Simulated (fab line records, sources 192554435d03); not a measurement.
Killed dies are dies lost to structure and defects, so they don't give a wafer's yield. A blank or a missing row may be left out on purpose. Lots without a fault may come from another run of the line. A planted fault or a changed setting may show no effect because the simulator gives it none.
fab line records | flow n5_finfet
record lots=4 wafers=12 last_day=18
route steps=1938 shown BEOL_M4@1099 BEOL_M5@1112 BEOL_M8@1377 BEOL_M15@1830 PASSIVATION@1936
lots that met no fault: from a run of the same line without faults
start_h: hours from the record's first day to the start of the lot's first wafer shown | wait_h: hours since the lot's step before | " the same as in the row above | L1.1+2: a row that stands for several wafers | - no value, or no start given | * or withheld: withheld | < > ~ a bound
route shown NAME@n: a module of which the file shows steps, and the number in the route of the first | usual: mean/standard deviation of fault-free wafers | same: alike in all rows | chamber/n: place in a boat | sites: the reading at each site | _std_site: their standard deviation | _edge_site: outer sites' mean less inner sites' | radius_mm: how far each site lies from the wafer's centre | mask NAME#n: copy n | behind: the tool/chamber that last shaped the wafer | hold: why the lot was held/for how many hours/how that ended | device: the transistor (n, p or np) that didn't switch | end of line: the same wafers' tests at the end of the route | a step without rows: its recipe alone | killed: dies lost to structure and defects at the first sort, not the wafer's yield | map: a wafer's dies, x killed, . not, _ none there
set.NAME: the setting as run; set.NAME@STEP: as run at that earlier step | model.NAME: the simulator's own value behind a step, which no gauge read
lots at some steps of the route; a table a step, a row a wafer
services: from which hour (start_h, from the record's first day; less than 0 if before it) a tool's chamber was out of use, for how many hours, and why
## steps
# step N5_BEOL_M4_ANNEAL_95
# recipe temp_c=400 time_s=240 ambient=vacuum
# step N5_BEOL_M4_SPUTTER_96
# recipe material=Cu target_thk_a=45 temp_c=-20 chamber_pressure_pa=0.07 power_w=withheld time_s=8.29
# step N5_BEOL_M4_ECD_50
# recipe material=Cu target_thk_a=3000
# step N5_BEOL_M4_ANNEAL_51
# recipe temp_c=225 time_s=90 ambient=N2
# step N5_BEOL_M4_CMP_52
# recipe stop_on=SiOC t_overpolish_s=6.8 down_force_psi=1 platen_rpm=50 clearing_platen_down_force_psi=1.5 clearing_platen_rpm=50 post_cmp_clean=cu_alkaline target_thk_nm=40 clearing_platen_pad_velocity_m_s=0.99484 pad_velocity_m_s=0.99484
# step N5_BEOL_M4_PRE_CLEAN_60
# recipe gas=NH3/H2 time_s=15 temp_c=* rf_power_w=300
# step N5_BEOL_M4_CO_CAP_55
# recipe material=Co target_thk_a=20 temp_c=200 precursor=CCTBA/H2 pressure_torr=30 time_s=102.1
# step N5_BEOL_M4_PRE_CLEAN_56
# recipe gas=NH3 time_s=15 temp_c=withheld rf_power_w=300
# step N5_BEOL_M4_DEP_57
# recipe material=SiCN target_thk_a=80 temp_c=withheld precursor=3MS/NH3 pressure_torr=3 rf_w=202 time_s=14
# step N5_BEOL_M4_RC_MEAS_101
# usual DIBL_N=37.1/1.8 DIBL_P=37.2/2.1 IOFF_N=0.17/0.033 IOFF_P=0.22/0.037 ION_N=680/11 ION_P=464/7.7 SS_N=71.7/0.63 SS_P=73.6/0.67 VT_N=248.9/2.9 VT_P=-251/3.6
# columns lot.wafer tool chamber start_h wait_h DIBL_N[mV/V] DIBL_P[mV/V] IOFF_N[nA/um] IOFF_P[nA/um] ION_N[uA/um] ION_P[uA/um] SS_N[mV/dec] SS_P[mV/dec] VT_N[mV] VT_P[mV]
L378.1 prober-02 0 193.53 0.0 35.8 37.5 0.18 0.26 710 487 71.3 73.6 244.3 -245
L378.3 " 0 " " 33.9 34.4 0.13 0.21 663 463 71.1 73.0 250.9 -248
L378.5 " 0 " " 34.7 35.0 0.15 0.21 691 473 71.5 72.8 249.8 -249
L386.3 prober-01 0 235.60 0.3 38.3 38.2 0.19 0.23 688 465 71.2 73.3 247.2 -250
L386.5 " 0 " " 38.8 38.0 0.21 0.23 690 465 72.1 73.5 249.8 -250
L386.6 " 0 " " 37.8 38.4 0.18 0.24 685 468 71.5 73.5 247.9 -247
L389.2 prober-02 0 259.23 0.2 38.6 41.3 0.21 0.25 690 462 71.7 74.6 246.1 -252
L389.4 " 0 " " 37.9 39.6 0.18 0.22 678 457 72.2 73.5 247.0 -250
L389.5 " 0 " " 40.2 42.5 0.24 0.28 683 461 72.6 74.7 246.3 -248
L397.3 prober-02 0 314.13 0.3 39.4 38.1 0.22 0.26 678 463 74.0 73.9 247.7 -247
L397.4 " 0 " " 38.0 37.7 0.18 0.25 673 465 71.8 73.8 247.5 -249
L397.6 " 0 " " 36.4 34.0 0.15 0.19 665 461 72.2 73.7 253.1 -253
# step N5_BEOL_M5_ILD_DEP_00
# recipe material=SiCOH_lowk target_thk_a=1406.4 temp_c=300 precursor=DEMS/porogen pressure_torr=5 rf_w=500 time_s=25.9
# step N5_BEOL_M5_CURE_79
# recipe temp_c=385 time_s=240 ambient=He/Ar material=SiCOH_lowk
# step N5_BEOL_M5_PECVD_70
# recipe material=SiO2 target_thk_a=160 temp_c=400 precursor=TEOS/O2 pressure_torr=5.5 rf_w=450 teos_flow_sccm=53.8 gas=O2 flow_sccm=3000 time_s=18
# step N5_BEOL_M5_HM_DEP_02
# recipe material=TiN target_thk_a=200 temp_c=25 chamber_pressure_pa=0.49996
# step N5_BEOL_M5_COAT_59
# recipe resist=SOC temp_c=250 time_s=60 spin_rpm=1500 resist_thk_nm=60
# step N5_BEOL_M5_COAT_60
# recipe resist=SiARC temp_c=220 time_s=60 spin_rpm=1500 resist_thk_nm=12
# step N5_BEOL_M5_COAT_71
# recipe resist=underlayer temp_c=205 time_s=60 spin_rpm=1500 resist_thk_nm=5
# step N5_BEOL_M5_COAT_05
# recipe resist=CAR-EUV spin_rpm=1500 resist_thk_nm=30
# step N5_BEOL_M5_EBR_07
# recipe solvent=PGMEA ebr_width_mm=1.5
# step N5_BEOL_M5_SOFTBAKE_06
# recipe temp_c=110 time_s=60 resist=CAR-EUV
# step N5_BEOL_M5_EXPOSE_08
# recipe mask_id=M5 na=0.33 source_shape=annular sigma_inner=0.4 sigma_outer=0.8 polarization=unpolarized target_cd_nm=28 dose_mj=35.75
# step N5_BEOL_M5_PEB_09
# recipe peb_temp_c=100 peb_time_s=60 resist=CAR-EUV
# step N5_BEOL_M5_DEVELOP_10
# recipe develop_time_s=30 developer=TMAH resist=CAR-EUV rinse_liquid=surfactant_rinse dry=air_spin dev_temp_c=23
# step N5_BEOL_M5_DESCUM_16
# recipe chemistry=O2 time_s=7 source_power_w=50 bias_power_w=20 pressure_mtorr=20 rf_frequency_hz=2.712e+07 temp_c=40 resist=CAR-EUV o2_flow_sccm=225
# step N5_BEOL_M5_ETCH_72
# recipe chemistry=N2/H2 target=underlayer target_depth_a=65 mask_material=CAR-EUV time_s=5.2 ion_energy_ev=200 pressure_mtorr=30 source_w=840 bias_w=150 n2_flow_sccm=200 h2_flow_sccm=200 ends=cleared
# step N5_BEOL_M5_ETCH_61
# recipe chemistry=CF4 target=SiARC target_depth_a=156 mask_material=CAR-EUV time_s=26 ion_energy_ev=80 pressure_mtorr=40 source_w=545 bias_w=36 Ar_flow_sccm=100 cf4_flow_sccm=100 ends=cleared
# step N5_BEOL_M5_ETCH_62
# recipe chemistry=N2/H2 target=SOC target_depth_a=750 overetch_a=150 mask_material=SiARC temp_c=40 time_s=112.5 ion_energy_ev=200 pressure_mtorr=30 source_w=840 bias_w=150 n2_flow_sccm=200 h2_flow_sccm=200
# step N5_BEOL_M5_STRIP_63
# recipe chemistry=N2/H2 temp_c=40 n2_flow_sccm=200 h2_flow_sccm=200 rf_frequency_hz=6e+07
# step N5_BEOL_M5_STRIP_73
# recipe chemistry=N2/H2 temp_c=40 n2_flow_sccm=200 h2_flow_sccm=200 rf_frequency_hz=6e+07
# step N5_BEOL_M5_STRIP_64
# recipe chemistry=CF4 resist=SiARC power_w=300 bias_power_w=75 pressure_mtorr=50 cf4_flow_sccm=150 rf_frequency_hz=6e+07
# step N5_BEOL_M5_HM_OPEN_17
# recipe chemistry=Cl2/BCl3 target_depth_a=200 overetch_a=60 target=TiN mask_material=SOC ion_energy_ev=150 pressure_mtorr=10 icp_w=1000 bias_w=126 Cl2_flow_sccm=53.25 bcl3_flow_sccm=21.75 Ar_flow_sccm=25
# step N5_BEOL_M5_STRIP_19
# recipe chemistry=O2 power_w=400 temp_c=40 pressure_mtorr=30 rf_frequency_hz=6e+07 bias_power_w=0 overash_fraction=0.2 o2_flow_sccm=225
# step N5_BEOL_M5_COAT_65
# recipe resist=SOC temp_c=250 time_s=60 spin_rpm=1500 resist_thk_nm=60
# step N5_BEOL_M5_COAT_66
# recipe resist=SiARC temp_c=220 time_s=60 spin_rpm=1500 resist_thk_nm=12
# step N5_BEOL_M8_TRENCH_ETCH_37
# recipe chemistry=C4F6/O2 target_depth_a=934.78 target=SiCOH_lowk time_s=31.2 ion_energy_ev=250 pressure_mtorr=30 source_w=345 bias_w=185 Ar_flow_sccm=300 C4F6_flow_sccm=10 O2_flow_sccm=10
# usual O2_flow_sccm=9.997/0.029 chamber_pressure_mTorr=30.004/0.024 drypump_motor_current_A=5.5/0.5 oes_product_au=0.77/0.063 rf_vpp_V=667/14 run_length_s=54.5/0.52 showerhead_plenum_p_Torr=2.90/0.084 throttle_valve_pct=21.04/0.17
# columns lot.wafer tool chamber start_h wait_h O2_flow_sccm chamber_pressure_mTorr drypump_motor_current_A oes_product_au rf_hours_counter_h rf_vpp_V run_length_s showerhead_plenum_p_Torr throttle_valve_pct model.BEOL_M8.feature_depth_nm model.etch.depth_nm model.TiN_of_BEOL_M8_HM_DEP_02.thk_nm
L378.1 rie_diel-03 0 232.14 - 10.057 29.997 5.6 0.74 164 664 54.7 2.94 20.90 93.2 93.27 17.4
L378.3 " 1 " " 9.997 30.066 5.2 0.78 135 665 54.5 2.85 20.94 92.6 92.7 17.8
L378.5 " 2 " " 10.027 30.042 5.3 0.75 - 687 54.9 2.87 21.42 91.6 91.65 17.8
L386.3 rie_diel-03 1 271.58 - 9.919 29.972 5.2 0.76 150 666 54.1 2.85 21.00 92.2 92.14 17.2
L386.5 " 3 " " 10.039 30.003 6.4 0.96 - 651 54.4 3.06 21.05 95.6 95.59 17
L386.6 " 0 " " 9.986 29.979 5.7 0.73 - 665 71.3 2.93 20.93 142.4 142.4 15.8
L389.2 rie_diel-03 0 294.82 - 10.023 29.986 5.7 0.73 188 663 70.6 2.93 20.95 141.6 141.6 16
L389.4 " 1 " " 10.001 30.019 5.2 0.75 157 665 54.4 2.84 20.99 92.4 92.39 17.4
L389.5 " 0 " " 10.022 30.019 5.7 0.73 - 665 71.2 2.93 20.94 141.6 141.6 16
L397.3 rie_diel-01 1 354.61 - 9.993 30.036 5.2 0.79 105 672 54.8 2.87 20.97 94 93.9 17.6
L397.4 " 2 " " 9.975 30.029 5.0 0.69 238 672 55.4 2.92 21.26 92.2 92.21 17.6
L397.6 " 2 " " 9.956 29.972 5.0 0.69 - 672 54.8 2.92 21.28 92.8 92.72 17.4
# step N5_BEOL_M8_OCD_MEAS_38
# usual trench_depth_nm=93.5/1.8
# columns lot.wafer tool chamber start_h wait_h trench_depth_nm
L378.1 ocd-01 - 232.30 - 93.9
L378.3 " - " " 92.7
L378.5 " - " " 92.0
L386.3 ocd-01 - 271.74 - 91.8
L386.5 " - " " 95.6
L386.6 " - " " 142.5
L389.2 ocd-02 - 294.97 - 141.6
L389.4 " - " " 92.2
L389.5 " - " " 141.3
L397.3 ocd-02 - 354.77 - 94.0
L397.4 " - " " 92.5
L397.6 " - " " 93.2
# step N5_BEOL_M8_CMP_52
# recipe stop_on=SiCOH_lowk t_overpolish_s=6.9 down_force_psi=1 platen_rpm=50 clearing_platen_down_force_psi=1.5 clearing_platen_rpm=50 post_cmp_clean=cu_alkaline target_thk_nm=80 clearing_platen_pad_velocity_m_s=0.99484 pad_velocity_m_s=0.99484
# usual motor_current_A=6.1/0.44 retaining_ring_pressure_frac=1.000/0.0054
# columns lot.wafer tool chamber start_h wait_h motor_current_A retaining_ring_pressure_frac model.Cu_of_BEOL_M8_ECD_50.thk_nm
L378.3 cmp-04 3 236.93 0.2 5.7 0.995 78.8
L378.1 " 0 " " 6.7 1.005 79.6
L378.5 " 2 " " 6.5 1.000 77
L386.3 cmp-03 0 274.86 0.2 5.7 1.001 77.2
L386.5 " 3 " " 5.6 1.001 81.2
L386.6 " 0 " " 5.8 1.007 128.2
L389.4 cmp-03 2 297.64 0.2 6.3 1.003 80.2
L389.2 " 0 " " 5.4 1.000 130
L389.5 " 1 " " 5.8 1.005 130.6
L397.3 cmp-03 0 357.40 0.2 5.7 1.006 81
L397.4 " 2 " " 6.5 0.996 78.4
L397.6 " 3 " " 5.9 1.002 78.4
# step N5_BEOL_M8_THK_MEAS_53
# recipe thk_meas_gauge=xrf reads=Cu_of_BEOL_M8_ECD_50
# usual M8_THK=80.3/2.4
# columns lot.wafer tool chamber start_h wait_h M8_THK[nm]
L378.1 film_metro-01 - 237.15 - 79.5
L378.3 " - " " 78.7
L378.5 " - " " 76.8
L386.3 film_metro-01 - 275.12 - 76.1
L386.5 " - " " 80.8
L386.6 " - " " 127.1
L389.2 film_metro-02 - 297.89 - 131.8
L389.4 " - " " 80.6
L389.5 " - " " 132.2
L397.3 film_metro-02 - 357.65 - 82.5
L397.4 " - " " 80.1
L397.6 " - " " 79.9
# step N5_BEOL_M8_RS_MEAS_57
# recipe thk_meas_gauge=four-point-probe reads=Cu_of_BEOL_M8_ECD_50+Co_of_BEOL_M8_CVD_78+TaN_of_BEOL_M8_ALD_77
# usual M8_RS=0.286/0.0092
# columns lot.wafer tool chamber start_h wait_h M8_RS[ohm/sq]
L378.1 film_metro-02 - 237.28 0.1 0.287
L378.3 " - " " 0.291
L378.5 " - " " 0.300
L386.3 film_metro-02 - 275.25 0.1 0.298
L386.5 " - " " 0.280
L386.6 " - " " 0.167
L389.2 film_metro-02 - 298.03 0.1 0.165
L389.4 " - " " 0.285
L389.5 " - " " 0.164
L397.3 film_metro-02 - 357.79 0.1 0.282
L397.4 " - " " 0.294
L397.6 " - " " 0.294
# step N5_BEOL_M15_RC_MEAS_101
# usual COMB_M10=1.47e-11/3e-12 COMB_M11=1.4e-11/3.2e-12 COMB_M12=6.5e-12/1.7e-12 COMB_M13=4.7e-12/1.1e-12 COMB_M14=3.7e-12/1e-12 COMB_M15=2.6e-12/8e-13 COMB_M5=3.6e-11/7.6e-12 COMB_M6=2.5e-11/4.7e-12 COMB_M7=2.6e-11/5.7e-12 COMB_M9=1.5e-11/3.2e-12 COMB_M9_max_site=2.2e-11/4.8e-12 SERP_M10=3.03/0.094 SERP_M10_max_site=3.12/0.1 SERP_M11=3.08/0.12 SERP_M12=0.643/0.019 SERP_M13=0.309/0.0073 SERP_M14=0.161/0.0049 SERP_M5=39.5/2 SERP_M6=13.8/0.59 SERP_M7=13.9/0.67 SERP_M8=13.8/0.53 SERP_M8_max_site=14.4/0.58 SERP_M9=3.13/0.11
# columns lot.wafer tool chamber start_h wait_h COMB_M10[S/m] COMB_M11[S/m] COMB_M12[S/m] COMB_M13[S/m] COMB_M14[S/m] COMB_M15[S/m] COMB_M5[S/m] COMB_M6[S/m] COMB_M7[S/m] COMB_M9[S/m] COMB_M9_max_site[S/m] SERP_M10[ohm/um] SERP_M10_max_site[ohm/um] SERP_M11[ohm/um] SERP_M12[ohm/um] SERP_M13[ohm/um] SERP_M14[ohm/um] SERP_M5[ohm/um] SERP_M6[ohm/um] SERP_M7[ohm/um] SERP_M8[ohm/um] SERP_M8_max_site[ohm/um] SERP_M9[ohm/um]
L378.1 prober-02 0 286.36 0.0 1.38e-11 1e-11 4.2e-12 5.5e-12 5.5e-12 1.5e-12 2.5e-11 2.6e-11 2.4e-11 1.5e-11 2e-11 3.10 3.18 3.03 0.635 0.313 0.165 39.6 13.4 15.1 14.2 15.1 3.28
L378.3 " 0 " " 1.14e-11 1e-11 4.4e-12 4.5e-12 2.2e-12 1.5e-12 2.5e-11 3e-11 2.7e-11 1.2e-11 1.8e-11 2.85 2.88 2.94 0.669 0.309 0.164 39.8 13.9 13.1 14.4 14.8 3.09
L378.5 " 0 " " 1.08e-11 1.5e-11 5e-12 6.7e-12 3e-12 1.4e-12 3.9e-11 1.8e-11 2.6e-11 1.9e-11 2.4e-11 2.96 3.06 2.84 0.641 0.301 0.160 37.6 13.7 14.8 14.5 15.0 2.91
L386.3 prober-01 0 327.28 0.3 1.48e-11 1.1e-11 7e-12 5.3e-12 4.2e-12 2.7e-12 3.2e-11 1.9e-11 2.1e-11 1.7e-11 1.9e-11 3.02 3.08 2.90 0.621 0.300 0.167 40.6 14.5 12.8 14.5 15.5 2.95
L386.5 " 0 " " 2.12e-11 1.2e-11 9.1e-12 5.5e-12 4.7e-12 2.5e-12 3.3e-11 2.6e-11 1.6e-11 1.3e-11 2.6e-11 3.09 3.20 2.93 0.617 0.317 0.166 39.2 14.3 12.6 13.8 14.4 3.05
L386.6 " 0 " " 1.59e-11 1.2e-11 7.8e-12 4.8e-12 4.7e-12 2.6e-12 4.2e-11 2.5e-11 1.8e-11 1.7e-11 2.4e-11 3.15 3.24 2.88 0.626 0.301 0.153 38.8 13.8 13.9 8.2 8.9 3.05
L389.2 prober-02 0 342.51 0.2 2.13e-11 1.4e-11 5.9e-12 4.6e-12 3.2e-12 1.5e-12 3.5e-11 2.5e-11 2.4e-11 1.4e-11 1.7e-11 3.05 3.11 3.01 0.636 0.308 0.157 40.2 14.4 13.5 7.9 8.4 3.14
L389.4 " 0 " " 1.46e-11 1.1e-11 5e-12 4.6e-12 3.7e-12 2.1e-12 3e-11 1.6e-11 1.9e-11 1.4e-11 2.6e-11 3.10 3.19 2.94 0.618 0.301 0.155 42.7 13.9 13.1 13.5 14.1 3.14
L389.5 " 0 " " 1.95e-11 1.1e-11 6e-12 2.8e-12 3.9e-12 2.1e-12 2.2e-11 1.7e-11 1.5e-11 1.4e-11 2.5e-11 3.09 3.19 2.99 0.648 0.312 0.169 41.9 13.9 14.1 7.7 7.8 3.05
L397.3 prober-01 0 411.34 0.3 1.2e-11 1.6e-11 6.9e-12 3.9e-12 4.4e-12 3.7e-12 3.8e-11 2.2e-11 2.4e-11 1.6e-11 2.2e-11 3.05 3.15 2.91 0.698 0.314 0.155 42.8 13.2 13.1 13.2 13.7 3.11
L397.4 " 0 " " 1.21e-11 1.3e-11 6.5e-12 4.3e-12 3.9e-12 3.9e-12 2.6e-11 3e-11 2.5e-11 1.3e-11 1.8e-11 2.91 3.01 2.98 0.638 0.305 0.155 39.3 14.3 13.0 14.0 14.4 3.21
L397.6 " 0 " " 1.7e-11 1.3e-11 4.5e-12 4.5e-12 4e-12 4e-12 3.5e-11 2.5e-11 2.1e-11 1.6e-11 2.2e-11 3.10 3.15 3.16 0.671 0.306 0.163 39.6 13.5 13.4 14.1 14.7 2.98
# sites SERP_M8 radius_mm=0,75,75,75,75,140,140,140,140
L378.1 13.7 13.9 14.2 13.8 14.2 14.4 14.6 14.1 15.1
L386.3 15.4 14.4 15.5 14.7 14.5 14.2 14.3 14.6 13.7
L389.2 7.6 8.0 7.8 7.9 8.2 7.9 7.8 7.7 8.4
L397.3 12.6 12.7 13.2 13.2 12.5 13.5 13.6 13.6 13.7
# step N5_PASSIVATION_PROBE_49
# usual defect_limited_yield=91.7/1.5 killed_at_M0_to_M3=32/10 killed_at_M4_up=14/5.3 killed_at_contacts=13/5.7 killed_at_front_end=37/10 killed_at_other=3.3/2.5 killed_dies=98/18 killed_open=65/13 killed_short=31/7.5 sort_bin_4_leakage=0.00/0.0099 sort_bin_5_function=4.9/0.91 sort_bin_6_memory=3.1/0.71 sort_n_pass=1082/18 sort_yield_pct=91.7/1.5
# same gross_dies=1180 killed_at_back_side=0 sort_bin_8_speed[%]=0
# columns lot.wafer tool chamber start_h wait_h defect_limited_yield[%] killed_at_M0_to_M3 killed_at_M4_up killed_at_contacts killed_at_front_end killed_at_other killed_dies killed_open killed_short sort_bin_4_leakage[%] sort_bin_5_function[%] sort_bin_6_memory[%] sort_n_pass sort_yield_pct[%]
L378.1 prober-02 - 301.90 0.0 92.9 15 16 6 43 4 84 52 26 0 4.8 1.9 1096 92.9
L378.3 prober-02 - 302.00 0.1 91.3 27 24 14 30 8 103 60 39 0 4.7 3.6 1077 91.3
L378.5 prober-02 - 302.10 0.2 92.6 23 15 9 34 6 87 52 33 0 4.6 2.5 1093 92.6
L386.3 prober-01 - 342.19 0.1 92.4 34 11 9 34 2 90 57 33 0 4.8 2.6 1090 92.4
L386.5 prober-01 - 342.29 0.2 90.3 62 14 13 24 2 115 70 45 0 4.9 4.6 1065 90.3
L386.6 prober-01 - 342.34 0.3 86.9 27 80 10 36 1 154 54 36 0 4.6 2.9 1026 86.9
L389.2 prober-02 - 360.53 0.1 80.9 51 112 16 45 1 225 86 36 0 6.8 3.4 955 80.9
L389.4 prober-02 - 360.63 0.2 87.6 71 17 12 44 2 146 101 45 0 6.9 4.8 1034 87.6
L389.5 prober-02 - 360.68 0.2 86.9 41 60 16 35 3 155 72 35 0.08 5.5 3.5 1024 86.8
L397.3 prober-02 - 428.87 0.2 93.9 28 10 8 24 2 72 52 20 0 3.7 2.2 1108 93.9
L397.4 prober-02 - 428.92 0.3 93.0 37 8 4 31 3 83 53 27 0 3.9 2.9 1097 93.0
L397.6 prober-02 - 429.02 0.4 92.8 30 11 7 35 2 85 62 23 0 4.2 3.0 1095 92.8
# killed by level:class
L378.1 GATE_CUT:geometric_particle:short=12 STI_FIN_REVEAL:geometric_particle:open=9 BEOL_M4:geometric_particle:open=8 GATE_CUT:geometric_particle:open=5 FIN_SAQP:geometric_particle:short=4 MOL_CONTACT_COAG:geometric_particle:open=4 BEOL_M2:geometric_particle:open=4 BEOL_M5:geometric_particle:open=4
L378.3 MOL_CONTACT_COAG:geometric_particle:open=11 BEOL_M4:geometric_particle:short=7 BEOL_M4:geometric_particle:open=7 BEOL_M0_SAQP:geometric_particle:short=6 BEOL_M0_SAQP:geometric_particle:open=6 BEOL_M3:geometric_particle:open=6 STI_FIN_REVEAL:geometric_particle:open=4 FIN_SAQP:geometric_particle:short=3
L378.5 GATE_CUT:geometric_particle:short=9 MOL_CONTACT_COAG:geometric_particle:open=8 BEOL_M2:geometric_particle:open=6 BEOL_M4:geometric_particle:open=6 STARTING-WAFER:geometric_particle:open=5 BEOL_M0_SAQP:geometric_particle:open=4 FIN_SAQP:geometric_particle:short=3 GATE_CUT:geometric_particle:open=3
L386.3 FIN_SAQP:geometric_particle:open=14 MOL_CONTACT_COAG:geometric_particle:open=9 BEOL_M0_SAQP:geometric_particle:short=7 BEOL_M0_SAQP:geometric_particle:open=6 BEOL_M3:geometric_particle:short=5 FIN_SAQP:geometric_particle:short=4 BEOL_M1:geometric_particle:open=4 BEOL_M2:geometric_particle:open=4
L386.5 BEOL_M0_SAQP:geometric_particle:short=17 BEOL_M0_SAQP:geometric_particle:open=17 MOL_CONTACT_COAG:geometric_particle:open=10 BEOL_M3:geometric_particle:short=9 STI_FIN_REVEAL:geometric_particle:open=7 BEOL_M2:geometric_particle:open=5 BEOL_M3:geometric_particle:open=5 BEOL_M4:geometric_particle:open=5
L386.6 BEOL_M8:area_etch=62 FIN_SAQP:geometric_particle:short=11 FIN_SAQP:geometric_particle:open=9 MOL_CONTACT_COAG:geometric_particle:open=5 MOL_CONTACT_COAG:geometric_particle:short=5 BEOL_M0_SAQP:geometric_particle:open=5 BEOL_M1:geometric_particle:open=5 BEOL_M2:geometric_particle:open=5
L389.2 BEOL_M8:area_etch=99 FIN_SAQP:geometric_particle:open=16 MOL_CONTACT_COAG:geometric_particle:open=14 BEOL_M0_SAQP:geometric_particle:short=12 BEOL_M0_SAQP:geometric_particle:open=10 FIN_SAQP:geometric_particle:short=9 STI_FIN_REVEAL:geometric_particle:open=9 BEOL_M1:geometric_particle:open=9
L389.4 BEOL_M0_SAQP:geometric_particle:short=21 BEOL_M0_SAQP:geometric_particle:open=18 FIN_SAQP:geometric_particle:open=16 BEOL_M1:geometric_particle:open=13 MOL_CONTACT_COAG:geometric_particle:open=10 BEOL_M2:geometric_particle:open=10 BEOL_M4:geometric_particle:open=10 FIN_SAQP:geometric_particle:short=7
L389.5 BEOL_M8:area_etch=45 FIN_SAQP:geometric_particle:open=16 MOL_CONTACT_COAG:geometric_particle:open=14 FIN_SAQP:geometric_particle:short=11 BEOL_M0:geometric_particle:open=10 BEOL_M0_SAQP:geometric_particle:open=10 BEOL_M0_SAQP:geometric_particle:short=9 BEOL_M1:geometric_particle:open=5
L397.3 BEOL_M2:geometric_particle:open=15 MOL_CONTACT_COAG:geometric_particle:open=6 STI_FIN_REVEAL:geometric_particle:open=4 BEOL_M0_SAQP:geometric_particle:short=4 BEOL_M0:geometric_particle:open=4 STARTING-WAFER:geometric_particle:open=4 STARTING-WAFER:geometric_particle:short=4 BEOL_M8:geometric_particle:open=3
L397.4 BEOL_M0_SAQP:geometric_particle:open=9 BEOL_M1:geometric_particle:open=7 DUMMY_GATE:geometric_particle:open=6 GATE_CUT:geometric_particle:short=6 BEOL_M0_SAQP:geometric_particle:short=6 BEOL_M2:geometric_particle:open=5 MOL_CONTACT_COAG:geometric_particle:open=4 BEOL_M3:geometric_particle:open=4
L397.6 BEOL_M2:geometric_particle:open=10 DUMMY_GATE:geometric_particle:open=9 FIN_SAQP:geometric_particle:open=6 BEOL_M0_SAQP:geometric_particle:short=6 GATE_CUT:geometric_particle:short=5 BEOL_M0:geometric_particle:open=5 BEOL_M4:geometric_particle:open=5 GATE_CUT:geometric_particle:open=4
# map L386.6 (x killed, . not)
_________________...x.xx...x.________________
______________...xxx...x.....x.._____________
___________x....................x..__________
__________.......x.x.............xxx_________
________..............x..x.xx.x......._______
_______......xx.........x.x...xx..x...x______
______..................x......x...x.x.._____
_____...........x...x..x.x..............x____
____.....x......x.x.x..x..................___
___.x.......x.x.......x....xx.......x....xx__
___.................xx.x.............x....x__
__x.................x...x..............x.x.._
__................x....xx...x..x..x........._
_................xx.............x.x....x.....
_............x.....x..............x...x..x...
_.x..x.........x....................x....x..x
_.....x..x.....x..........................x.x
_......x.................x..x.x..x.x.........
_.....x......x...x.............x.......x.xx..
_...............x...x...x...x..........xx....
_......x....x...x.....................xx.....
__.....x................xx...x.............._
__......x...................x.......xx......_
___..............x................x...x....__
___....x.......x.x.........x...............__
____........x....xx......x................___
_____xx....x..x.........................x____
______...........................x......_____
_______...x...x.x.x.x..................______
________.............x.x.....x..x....._______
__________.................x..x.x..._________
___________..x......x..............__________
______________.....x............_____________
_________________..x.........________________
# map L389.2 (x killed, . not)
_________________xxxxxxx.xxxx________________
______________.xxxx....xxx....xx_____________
___________.x.xxxx.........x.x.x.x.__________
__________.xx.xx.....x.x.xx.xx.xx.xx_________
________..x....x.x...x....xxx..xxx...x_______
_______..x.......x........x.xx....x..xx______
______x.x...x..x.............xx..x.xxxx._____
_____......x....x..........x.....x.......____
____...................x.........xx.....xx___
___.x..x....x.............xx...........xx..__
___...x...x....x...........xx....x..x.xx...__
__.....x.x...x..........................x.xx_
__...x.........x........x.....x............._
_....xx..xx....x.........x........x......x...
_.......x..x.............................x...
_..x........x.x.x..x..............x....xx.xx.
_x...x.....x..................x..x.......x...
_.....x.x...x..x....x.......x........xx.x.x..
_............xx...x.......x...xx.xxx.x....x.x
_...x.x.......x.x......x........x..x.....x.x.
_...x...............x.......x.........x.x.xxx
__.....x.x................................x._
__..........x.......x...x......x......xx.x.._
___.x.........xx...........................__
___....x....x..x...........................__
____..x....x..xx.x....x.....x.x.x..x...x..___
_____x...........................x..x....____
______....x..............x............xx_____
_______......x....x................x...______
________....x.............x...x......._______
__________...xx.x.......xx.........x_________
___________.x.......x..x...........__________
______________....x....x........_____________
_________________............________________
## services
# columns tool chamber start_h hours kind
cmp-04 - 212.74 4.0 pm
cmp-04 - 216.74 - consumable_replace:conditioner
cmp-04 - 216.74 - consumable_replace:pad
rie_diel-03 3 216.77 - clean
rie_diel-03 3 216.77 - consumable_replace:focus_ring
rie_diel-03 3 216.77 - consumable_replace:showerhead
rie_diel-03 3 216.77 18.6 scheduled_down
rie_diel-03 3 216.77 18.6 vent_cycle
rie_diel-01 0 228.17 6.0 repair
rie_diel-01 - 238.12 15.6 pm
rie_diel-01 1 263.76 3.0 repair
cmp-04 - 276.61 1.3 repair
cmp-03 - 305.07 4.0 pm
cmp-03 - 309.07 - consumable_replace:conditioner
cmp-03 - 309.07 - consumable_replace:pad
rie_diel-01 - 322.39 0.2 repair
cmp-03 - 329.00 0.5 repair
rie_diel-03 1 336.08 13.1 repair
cmp-04 - 343.77 13.2 pm
## key
first_sign step=N5_BEOL_M8_TRENCH_ETCH_37 reading=run_length_s direction=up sigmas=32 usual=* struck=*
effect step=N5_BEOL_M8_OCD_MEAS_38 reading=trench_depth_nm direction=up sigmas=26 usual=93.5 struck=141.8
effect step=N5_BEOL_M8_THK_MEAS_53 reading=M8_THK direction=up sigmas=21 usual=80.3 struck=130.4
effect step=N5_BEOL_M8_RS_MEAS_57 reading=M8_RS direction=down sigmas=13 usual=0.286 struck=0.165
effect step=N5_BEOL_M15_RC_MEAS_101 reading=SERP_M8 direction=down sigmas=11 usual=13.8 struck=7.9
effect step=N5_PASSIVATION_PROBE_49 reading=killed_at_M4_up direction=up sigmas=13 usual=14 struck=84
model_effect step=N5_BEOL_M8_TRENCH_ETCH_37 value=BEOL_M8.feature_depth_nm without=94 struck=141.9
model_effect step=N5_BEOL_M8_CMP_52 value=Cu_of_BEOL_M8_ECD_50.thk_nm without=81.8 struck=129.6
more_kills_born_at N5_BEOL_M8_TRENCH_ETCH_37@rie_diel-03=206
met_at N5_BEOL_M8_TRENCH_ETCH_37
struck_wafers L386.6,L389.2,L389.5
onset_between 232.14 271.58
fault kind=process_parameter_drift tool=rie_diel-03 chamber=0 onset_h=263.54 steps=N5_BEOL_M8_TRENCH_ETCH_37 channel=time_s offset=* shape=step end_h=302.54 acts_in=* stated=*
